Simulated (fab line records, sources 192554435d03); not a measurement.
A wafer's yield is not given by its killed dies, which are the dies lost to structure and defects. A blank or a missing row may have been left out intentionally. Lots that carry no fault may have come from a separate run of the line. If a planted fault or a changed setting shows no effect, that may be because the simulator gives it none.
fab line records	flow n5_finfet
record: lots: 6	wafers: 18	last_day: 17
route steps=1938 shown BEOL_M3@958 BEOL_M4@1111 PASSIVATION@1936
lots that met no fault: taken from a fault-free run of the same line
start_h: the number of hours between the record's first day and the start of the first shown wafer of the lot	wait_h: hours elapsed since this lot's preceding step	" same as the row above	L1.1+2: several wafers, shown together as one row	- no value, or no start given	* or withheld: withheld	< > ~ a bound
route shown NAME@n: NAME is a module with steps in the file, n the number in the route of the first one	usual: mean and standard deviation over wafers with no fault	same: alike in all rows	chamber/n: place in a boat	sites: readings site by site	_std_site: standard deviation of those values	_edge_site: inner sites' mean taken away from outer sites' mean	radius_mm: how far each site lies from the wafer's centre	mask NAME#n: copy n	behind: the last tool/chamber to shape the wafer	hold: cause of the lot's hold/its duration in hours/its outcome	device: transistor that didn't switch, given as n, p or np	end of line: at the end of the route, the tests of the same wafers	for a step that has no rows: nothing shown but its recipe	killed: dies lost to structure and defects at the first sort, not the wafer's yield	map: the dies of a wafer, with x for killed, . for not killed, _ for no die there
set.NAME: the setting as run; set.NAME@STEP: as run at that earlier step	model.NAME: the simulator's own value behind a step, which no gauge read
lots at some steps of the route; a table a step, a row a wafer
services: from which hour (start_h, from the record's first day; less than 0 if before it) a tool's chamber was out of use, for how many hours, and why
== steps ==
step: N5_BEOL_M3_COAT_68
recipe: resist: SiARC	temp_c: 220	time_s: 60	spin_rpm: 1500	resist_thk_nm: 12
step: N5_BEOL_M3_COAT_76
recipe: resist: underlayer	temp_c: 205	time_s: 60	spin_rpm: 1500	resist_thk_nm: 5
step: N5_BEOL_M3_COAT_22
recipe: resist: CAR-EUV	spin_rpm: 1500	resist_thk_nm: 30
step: N5_BEOL_M3_EBR_24
recipe: solvent: PGMEA	ebr_width_mm: 1.5
step: N5_BEOL_M3_SOFTBAKE_23
recipe: temp_c: 110	time_s: 60	resist: CAR-EUV
step: N5_BEOL_M3_EXPOSE_25
recipe: mask_id: V2	na: 0.33	source_shape: quasar	sigma_inner: 0.2	sigma_outer: 0.8	polarization: unpolarized	defocus_nm: 5	dose_mj: 63
step: N5_BEOL_M3_PEB_26
recipe: peb_temp_c: 100	peb_time_s: 60	resist: CAR-EUV
step: N5_BEOL_M3_DEVELOP_27
recipe: develop_time_s: 30	developer: TMAH	resist: CAR-EUV	rinse_liquid: surfactant_rinse	dry: air_spin	dev_temp_c: 23
step: N5_BEOL_M3_CD_MEAS_28
recipe: target_cd_nm: 25.7	landing_energy_ev: 500	detector: se_inlens	target_cd_y_nm: 23.3	polarity: opening
usual: cd_nm: 25.66/0.27
lot.wafer	tool	chamber	start_h	wait_h	cd_nm
L947.2	cd_sem-02	0	155.96	-	25.61
L947.4	"	0	"	"	25.85
L947.6	"	0	"	"	26.07
L950.2	cd_sem-02	0	178.67	-	25.24
L950.3	"	0	"	"	24.81
L950.4	"	0	"	"	25.73
L959.1	cd_sem-02	0	238.42	-	25.30
L959.4	"	0	"	"	25.41
L959.6	"	0	"	"	25.77
L962.2	cd_sem-02	0	245.60	-	25.65
L962.3	"	0	"	"	25.86
L962.4	"	0	"	"	25.67
L965.1	cd_sem-02	0	263.41	-	25.17
L965.2	"	0	"	"	25.67
L965.4	"	0	"	"	25.86
L969.3	cd_sem-03	0	281.86	-	25.29
L969.4	"	0	"	"	25.81
L969.5	"	0	"	"	25.36
step: N5_BEOL_M3_OVL_MEAS_29
recipe: points_per_wafer: 522
usual: V2_OVL: 0.4/0.65
same: points_per_wafer: 522
lot.wafer	tool	chamber	start_h	wait_h	V2_OVL[nm]
L947.2	overlay-02	0	155.99	0.0	-0.8
L947.4	"	0	"	"	-1.5
L947.6	"	0	"	"	-1.5
L950.2	overlay-02	0	178.71	0.0	0.0
L950.3	"	0	"	"	1.4
L950.4	"	0	"	"	1.0
L959.1	overlay-01	0	238.45	0.0	1.5
L959.4	"	0	"	"	1.0
L959.6	"	0	"	"	-0.3
L962.2	overlay-02	0	245.64	0.0	0.5
L962.3	"	0	"	"	0.8
L962.4	"	0	"	"	0.7
L965.1	overlay-02	0	263.44	0.0	0.5
L965.2	"	0	"	"	0.4
L965.4	"	0	"	"	1.0
L969.3	overlay-02	0	281.90	0.0	1.0
L969.4	"	0	"	"	-0.2
L969.5	"	0	"	"	0.0
step: N5_BEOL_M3_INSPECT_30
recipe: mode: adi	inspect_instrument: brightfield
usual: raw_defect_count: 399/79
lot.wafer	tool	chamber	start_h	wait_h	raw_defect_count
L947.2	defect_inspect-02	-	156.05	0.0	358
L947.4	"	-	"	"	382
L947.6	"	-	"	"	355
L950.2	defect_inspect-01	-	178.76	0.0	353
L950.3	"	-	"	"	296
L950.4	"	-	"	"	295
L959.1	defect_inspect-02	-	238.51	0.1	479
L959.4	"	-	"	"	407
L959.6	"	-	"	"	337
L962.2	defect_inspect-02	-	245.69	0.0	432
L962.3	"	-	"	"	482
L962.4	"	-	"	"	396
L965.1	defect_inspect-01	-	263.50	0.1	459
L965.2	"	-	"	"	408
L965.4	"	-	"	"	527
L969.3	defect_inspect-01	-	281.95	0.0	380
L969.4	"	-	"	"	400
L969.5	"	-	"	"	440
step: N5_BEOL_M3_DESCUM_33
recipe: chemistry: O2	time_s: 7	source_power_w: 50	bias_power_w: 20	pressure_mtorr: 20	rf_frequency_hz: 2.712e+07	temp_c: 40	resist: CAR-EUV	o2_flow_sccm: 225
usual: drypump_motor_current_A: 5.9/0.52	oes_product_au: 0.74/0.072	rf_vpp_V: 243.2/1.3	showerhead_plenum_p_Torr: 2.09/0.082	throttle_valve_pct: 20.44/0.19
lot.wafer	tool	chamber	start_h	wait_h	drypump_motor_current_A	oes_product_au	rf_hours_counter_h	rf_vpp_V	showerhead_plenum_p_Torr	throttle_valve_pct
L947.2	rie_diel-03	3	156.08	0.0	5.3	0.73	167	242.1	2.00	20.63
L947.4	"	1	"	"	6.5	0.72	175	243.7	2.11	20.73
L947.6	"	0	"	"	5.9	0.69	-	241.1	1.96	20.41
L950.2	rie_diel-02	1	178.79	0.0	6.2	0.76	147	242.4	2.00	20.27
L950.3	"	3	"	"	6.6	0.66	250	244.3	2.17	20.75
L950.4	"	2	"	"	6.1	0.73	160	242.9	2.08	20.24
L959.1	rie_diel-03	2	238.55	0.0	5.3	0.70	214	243.9	2.07	20.26
L959.4	"	1	"	"	6.5	0.70	-	242.6	2.10	20.78
L959.6	"	2	"	"	5.3	0.70	-	243.1	2.07	20.25
L962.2	rie_diel-03	1	245.73	0.0	6.5	0.70	204	243.3	2.10	20.79
L962.3	"	2	"	"	5.3	0.71	217	241.6	2.07	20.27
L962.4	"	2	"	"	5.3	0.71	-	242.6	2.07	20.26
L965.1	rie_diel-04	0	263.56	0.1	6.3	0.71	237	242.3	1.95	20.61
L965.2	"	2	"	"	5.4	0.74	172	243.0	2.08	20.39
L965.4	"	3	"	"	6.0	0.70	203	243.1	2.18	20.56
L969.3	rie_diel-02	1	281.98	0.0	6.1	0.72	178	241.6	1.99	20.33
L969.4	"	3	"	"	6.7	0.90	23	246.1	2.16	20.46
L969.5	"	2	"	"	6.1	0.70	-	243.2	2.07	20.28
step: N5_BEOL_M3_ETCH_77
recipe: chemistry: N2/H2	target: underlayer	target_depth_a: 65	mask_material: CAR-EUV	time_s: 5.2	ion_energy_ev: 200	pressure_mtorr: 30	source_w: 840	bias_w: 150	n2_flow_sccm: 200	h2_flow_sccm: 200	ends: cleared
usual: drypump_motor_current_A: 5.9/0.52	etch_rf_on_time_s: 5.20/0.11	oes_product_au: 0.64/0.06	rf_vpp_V: 523.6/2.8	showerhead_plenum_p_Torr: 2.53/0.092	throttle_valve_pct: 17.83/0.13
lot.wafer	tool	chamber	start_h	wait_h	drypump_motor_current_A	etch_rf_on_time_s	oes_product_au	rf_hours_counter_h	rf_vpp_V	showerhead_plenum_p_Torr	throttle_valve_pct
L947.2	rie_diel-03	3	156.11	0.0	5.3	5.26	0.63	167	519.4	2.41	17.92
L947.4	"	1	"	"	6.5	5.15	0.62	175	522.4	2.53	17.87
L947.6	"	0	"	"	5.9	5.15	0.61	-	519.5	2.40	17.95
L950.2	rie_diel-02	1	178.83	0.0	6.2	5.23	0.64	147	522.5	2.44	17.75
L950.3	"	3	"	"	6.6	5.22	0.56	250	523.7	2.60	17.97
L950.4	"	2	"	"	6.2	5.32	0.62	160	522.5	2.54	17.70
L959.1	rie_diel-03	2	238.58	0.0	5.3	3.35	0.78	214	519.4	2.52	17.92
L959.4	"	1	"	"	6.5	3.37	0.77	-	521.6	2.52	17.94
L959.6	"	2	"	"	5.3	3.39	0.79	-	521.5	2.52	17.94
L962.2	rie_diel-03	1	245.76	0.0	6.5	3.46	0.77	204	522.4	2.51	17.96
L962.3	"	2	"	"	5.3	3.43	0.78	217	526.5	2.52	17.89
L962.4	"	2	"	"	5.3	3.43	0.78	-	523.3	2.52	17.91
L965.1	rie_diel-04	0	263.59	0.0	6.4	5.06	0.60	237	519.1	2.39	18.10
L965.2	"	2	"	"	5.4	5.19	0.62	172	523.5	2.53	17.83
L965.4	"	3	"	"	5.9	5.12	0.60	203	525.7	2.62	17.76
L969.3	rie_diel-02	1	282.01	0.0	6.2	5.39	0.62	178	520.2	2.43	17.80
L969.4	"	3	"	"	6.6	5.16	0.77	23	522.7	2.59	17.62
L969.5	"	2	"	"	6.2	5.37	0.60	-	523.0	2.52	17.76
step: N5_BEOL_M3_ETCH_69
recipe: chemistry: CF4	target: SiARC	target_depth_a: 156	mask_material: CAR-EUV	time_s: 26	ion_energy_ev: 80	pressure_mtorr: 40	source_w: 545	bias_w: 36	Ar_flow_sccm: 100	cf4_flow_sccm: 100	ends: cleared
usual: drypump_motor_current_A: 5.9/0.52	etch_rf_on_time_s: 26.1/0.5	oes_product_au: 0.64/0.059	rf_vpp_V: 184.0/1.1	showerhead_plenum_p_Torr: 2.13/0.073	throttle_valve_pct: 15.64/0.16
lot.wafer	tool	chamber	start_h	wait_h	drypump_motor_current_A	etch_rf_on_time_s	oes_product_au	rf_hours_counter_h	rf_vpp_V	showerhead_plenum_p_Torr	throttle_valve_pct
L947.2	rie_diel-03	3	156.13	0.0	5.3	26.6	0.63	167	183.9	2.04	15.73
L947.4	"	1	"	"	6.5	25.7	0.63	175	183.3	2.12	15.68
L947.6	"	0	"	"	5.9	26.1	0.59	-	183.1	2.03	15.80
L950.2	rie_diel-02	1	178.84	0.0	6.1	26.3	0.64	147	182.9	2.06	15.55
L950.3	"	3	"	"	6.6	26.2	0.56	250	184.2	2.20	15.85
L950.4	"	2	"	"	6.1	26.6	0.63	160	186.1	2.14	15.57
L959.1	rie_diel-03	2	238.60	0.0	5.3	26.0	0.61	214	184.3	2.12	15.53
L959.4	"	1	"	"	6.5	25.8	0.61	-	183.8	2.11	15.73
L959.6	"	2	"	"	5.3	25.8	0.60	-	183.3	2.12	15.54
L962.2	rie_diel-03	1	245.78	0.0	6.5	25.9	0.60	204	183.9	2.11	15.74
L962.3	"	2	"	"	5.3	26.0	0.61	217	183.6	2.12	15.53
L962.4	"	2	"	"	5.3	26.0	0.60	-	184.4	2.12	15.53
L965.1	rie_diel-04	0	263.61	0.0	6.3	25.2	0.60	237	182.4	2.04	16.07
L965.2	"	2	"	"	5.4	25.8	0.62	172	185.9	2.13	15.68
L965.4	"	3	"	"	6.0	25.4	0.60	203	185.8	2.21	15.68
L969.3	rie_diel-02	1	282.03	0.0	6.2	26.7	0.62	178	182.8	2.05	15.60
L969.4	"	3	"	"	6.7	26.2	0.77	23	185.3	2.19	15.44
L969.5	"	2	"	"	6.1	26.7	0.60	-	183.9	2.13	15.63
step: N5_BEOL_M4_RC_MEAS_101
usual: DIBL_N: 35.8/1.6	DIBL_P: 36.0/2.1	IOFF_N: 0.153/0.026	IOFF_P: 0.21/0.037	ION_N: 673/11	ION_P: 462/7.6	SS_N: 71.4/0.53	SS_P: 73.2/0.67	VT_N: 250/3.2	VT_P: -250/3.7
lot.wafer	tool	chamber	start_h	wait_h	DIBL_N[mV/V]	DIBL_P[mV/V]	IOFF_N[nA/um]	IOFF_P[nA/um]	ION_N[uA/um]	ION_P[uA/um]	SS_N[mV/dec]	SS_P[mV/dec]	VT_N[mV]	VT_P[mV]
L947.2	prober-02	0	177.56	0.2	35.8	35.8	0.133	0.18	665	453	71.3	73.3	255	-253
L947.4	"	0	"	"	37.1	38.2	0.170	0.22	684	465	71.9	73.8	249	-250
L947.6	"	0	"	"	36.7	37.8	0.159	0.20	675	462	71.5	73.6	251	-252
L950.2	prober-01	0	198.29	0.2	37.3	36.1	0.193	0.26	678	470	71.4	73.4	243	-244
L950.3	"	0	"	"	37.0	35.8	0.178	0.25	677	470	71.6	73.5	246	-246
L950.4	"	0	"	"	36.1	35.0	0.171	0.24	693	480	71.1	73.5	246	-245
L959.1	prober-01	0	251.66	0.0	35.4	35.5	0.170	0.22	681	464	72.2	72.7	248	-249
L959.4	"	0	"	"	33.6	34.4	0.129	0.20	656	459	71.7	72.3	254	-250
L959.6	"	0	"	"	33.7	34.3	0.134	0.19	660	461	71.2	72.1	251	-250
L962.2	prober-02	0	269.44	0.2	37.0	35.1	0.148	0.20	672	463	71.8	72.9	253	-249
L962.3	"	0	"	"	37.1	35.6	0.150	0.21	667	461	71.5	73.4	250	-252
L962.4	"	0	"	"	36.5	35.2	0.145	0.20	675	463	71.8	73.5	251	-249
L965.1	prober-01	0	289.30	0.0	38.0	39.5	0.183	0.24	679	465	72.1	74.6	252	-250
L965.2	"	0	"	"	39.4	40.2	0.217	0.27	695	469	72.5	74.8	249	-250
L965.4	"	0	"	"	36.0	35.2	0.145	0.18	667	454	71.4	73.5	251	-254
L969.3	prober-01	0	306.44	0.3	36.8	34.1	0.152	0.18	670	456	71.5	73.1	252	-255
L969.4	"	0	"	"	36.2	35.0	0.149	0.20	674	455	71.8	73.4	251	-254
L969.5	"	0	"	"	35.1	33.0	0.130	0.17	664	455	71.4	73.3	253	-254
step: N5_PASSIVATION_PROBE_49
usual: defect_limited_yield: 91.3/1.5	killed_at_M0_to_M3: 33/12	killed_at_M4_up: 13/5.2	killed_at_contacts: 13/6.7	killed_at_front_end: 40/11	killed_at_other: 4.1/2.7	killed_dies: 103/17	killed_open: 69/13	killed_short: 33/8.4	sort_bin_5_function: 5.1/1	sort_bin_6_memory: 3.2/0.62	sort_n_pass: 1077/17	sort_yield_pct: 91.3/1.5
same: gross_dies: 1180	killed_at_back_side: 0	sort_bin_4_leakage[%]: 0	sort_bin_8_speed[%]: 0
lot.wafer	tool	chamber	start_h	wait_h	defect_limited_yield[%]	killed_at_M0_to_M3	killed_at_M4_up	killed_at_contacts	killed_at_front_end	killed_at_other	killed_dies	killed_open	killed_short	sort_bin_5_function[%]	sort_bin_6_memory[%]	sort_n_pass	sort_yield_pct[%]
L950.2	prober-01	-	299.46	0.1	91.1	51	15	5	27	7	105	80	23	5.4	3.4	1075	91.1
L950.3	prober-01	-	299.51	0.1	89.4	43	24	9	39	10	125	81	42	6.2	3.8	1055	89.4
L950.4	prober-01	-	299.56	0.2	92.9	22	27	4	25	6	84	56	27	4.1	2.7	1096	92.9
L959.1	prober-01	-	358.84	0.9	92.8	22	14	6	31	12	85	56	25	5.3	1.8	1095	92.8
L959.4	prober-01	-	358.99	1.0	92.5	33	11	6	34	4	88	59	28	5.1	2.2	1092	92.5
L959.6	prober-01	-	359.09	1.1	91.6	34	11	12	36	6	99	71	23	6.2	2.1	1081	91.6
L962.2	prober-02	-	382.43	0.1	89.7	52	13	7	45	4	121	79	40	5.8	4.0	1059	89.7
L962.3	prober-02	-	382.48	0.1	88.7	58	9	9	54	3	133	87	44	6.4	4.4	1047	88.7
L962.4	prober-02	-	382.53	0.2	87.0	76	9	7	56	5	153	94	56	8.0	4.8	1027	87.0
L969.3	prober-02	-	410.73	0.1	92.6	31	22	8	26	0	87	66	21	4.2	3.1	1093	92.6
L969.4	prober-02	-	410.78	0.2	92.2	23	21	18	30	0	92	63	29	4.8	2.7	1088	92.2
L969.5	prober-02	-	410.83	0.2	92.4	20	25	20	23	2	90	68	21	4.7	2.9	1090	92.4
killed by level:class
L950.2 BEOL_M0_SAQP:geometric_particle:open=12 STI_FIN_REVEAL:geometric_particle:open=10 BEOL_M0_SAQP:geometric_particle:short=10 BEOL_M1:geometric_particle:open=9 BEOL_M2:geometric_particle:open=8 FIN_SAQP:geometric_particle:open=6 BEOL_M4:geometric_particle:open=6 BEOL_M3:geometric_particle:open=5
L950.3 STI_FIN_REVEAL:geometric_particle:open=13 BEOL_M4:geometric_particle:open=8 BEOL_M0_SAQP:geometric_particle:open=8 BEOL_M0_SAQP:geometric_particle:short=8 MOL_CONTACT_COAG:geometric_particle:open=7 BEOL_M3:geometric_particle:open=7 STARTING-WAFER:geometric_particle:short=6 BEOL_M0:geometric_particle:open=5
L950.4 BEOL_M4:geometric_particle:open=15 BEOL_M3:geometric_particle:open=7 BEOL_M0_SAQP:geometric_particle:short=6 STARTING-WAFER:geometric_particle:short=6 GATE_CUT:geometric_particle:short=4 BEOL_M6:geometric_particle:open=4 STI_FIN_REVEAL:geometric_particle:open=3 BEOL_M4:geometric_particle:short=3
L959.1 STI_FIN_REVEAL:geometric_particle:open=9 MOL_CONTACT_COAG:geometric_particle:open=6 BEOL_M2:geometric_particle:open=5 BEOL_M0_SAQP:geometric_particle:short=4 BEOL_M0_SAQP:geometric_particle:open=4 BEOL_M4:geometric_particle:open=4 ILD0:geometric_particle:short=3 GATE_CUT:geometric_particle:short=3
L959.4 FIN_SAQP:geometric_particle:open=11 BEOL_M2:geometric_particle:open=10 BEOL_M0_SAQP:geometric_particle:short=6 STI_FIN_REVEAL:geometric_particle:open=5 DUMMY_GATE:geometric_particle:open=5 MOL_CONTACT_COAG:geometric_particle:open=5 BEOL_M4:geometric_particle:open=5 FIN_SAQP:geometric_particle:short=4
L959.6 STI_FIN_REVEAL:geometric_particle:open=11 MOL_CONTACT_COAG:geometric_particle:open=10 BEOL_M0_SAQP:geometric_particle:short=8 FIN_SAQP:geometric_particle:open=7 BEOL_M0_SAQP:geometric_particle:open=7 DUMMY_GATE:geometric_particle:open=6 BEOL_M1:geometric_particle:open=6 BEOL_M2:geometric_particle:open=5
L962.2 BEOL_M0_SAQP:geometric_particle:open=18 STI_FIN_REVEAL:geometric_particle:open=12 BEOL_M2:geometric_particle:open=8 BEOL_M0_SAQP:geometric_particle:short=6 BEOL_M3:geometric_particle:open=6 MOL_CONTACT_COAG:geometric_particle:short=5 STARTING-WAFER:geometric_particle:open=5 STI_FIN_REVEAL:geometric_particle:short=4
L962.3 BEOL_M0_SAQP:geometric_particle:open=16 BEOL_M0_SAQP:geometric_particle:short=14 FIN_SAQP:geometric_particle:short=12 FIN_SAQP:geometric_particle:open=11 BEOL_M3:geometric_particle:open=10 BEOL_M0:geometric_particle:open=7 STI_FIN_REVEAL:geometric_particle:open=7 MOL_CONTACT_COAG:geometric_particle:open=7
L962.4 BEOL_M0_SAQP:geometric_particle:short=27 BEOL_M0_SAQP:geometric_particle:open=18 STI_FIN_REVEAL:geometric_particle:open=15 FIN_SAQP:geometric_particle:short=10 BEOL_M3:geometric_particle:open=9 BEOL_M1:geometric_particle:open=8 DUMMY_GATE:geometric_particle:open=8 FIN_SAQP:geometric_particle:open=7
L969.3 BEOL_M4:geometric_particle:open=15 BEOL_M3:geometric_particle:open=8 FIN_SAQP:geometric_particle:open=7 BEOL_M2:geometric_particle:open=6 MOL_CONTACT_COAG:geometric_particle:open=5 STARTING-WAFER:geometric_particle:open=5 DUMMY_GATE:geometric_particle:open=4 BEOL_M0_SAQP:geometric_particle:short=4
L969.4 BEOL_M4:geometric_particle:open=15 MOL_CONTACT_COAG:geometric_particle:open=11 MOL_CONTACT_COAG:geometric_particle:short=7 STI_FIN_REVEAL:geometric_particle:open=6 BEOL_M2:geometric_particle:open=6 FIN_SAQP:geometric_particle:short=5 STARTING-WAFER:geometric_particle:short=5 FIN_SAQP:geometric_particle:open=4
L969.5 MOL_CONTACT_COAG:geometric_particle:open=18 BEOL_M4:geometric_particle:open=15 FIN_SAQP:geometric_particle:short=7 FIN_SAQP:geometric_particle:open=6 BEOL_M3:geometric_particle:open=6 BEOL_M2:geometric_particle:open=5 BEOL_M1:geometric_particle:open=4 STI_FIN_REVEAL:geometric_particle:open=3
== services ==
tool	chamber	start_h	hours	kind
rie_diel-02	3	178.90	-	clean
rie_diel-02	3	178.90	-	consumable_replace:focus_ring
rie_diel-02	3	178.90	12.8	scheduled_down
rie_diel-02	3	178.90	12.8	vent_cycle
rie_diel-02	3	210.65	2.9	repair
rie_diel-03	0	225.48	-	clean
rie_diel-03	0	225.48	-	consumable_replace:focus_ring
rie_diel-03	0	225.48	-	consumable_replace:showerhead
rie_diel-03	0	225.48	21.1	scheduled_down
rie_diel-03	0	225.48	21.1	vent_cycle
rie_diel-04	2	248.97	8.5	repair
rie_diel-02	3	249.69	7.0	repair
== key ==
first_sign: step: N5_BEOL_M3_ETCH_77	reading: etch_rf_on_time_s	direction: down	sigmas: 16	usual: *	struck: *
effect: step: N5_BEOL_M3_ETCH_77	reading: oes_product_au	direction: up	sigmas: 2.4	usual: 0.64	struck: 0.78
met_at N5_BEOL_M3_ETCH_77
struck_wafers L959.1,L959.4,L959.6,L962.2,L962.3,L962.4
onset_between 156.11 238.58
fault: kind: process_parameter_drift	tool: rie_diel-03	chamber: -	onset_h: 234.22	steps: N5_BEOL_M3_ETCH_77	channel: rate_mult	offset: 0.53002	shape: step	end_h: 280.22
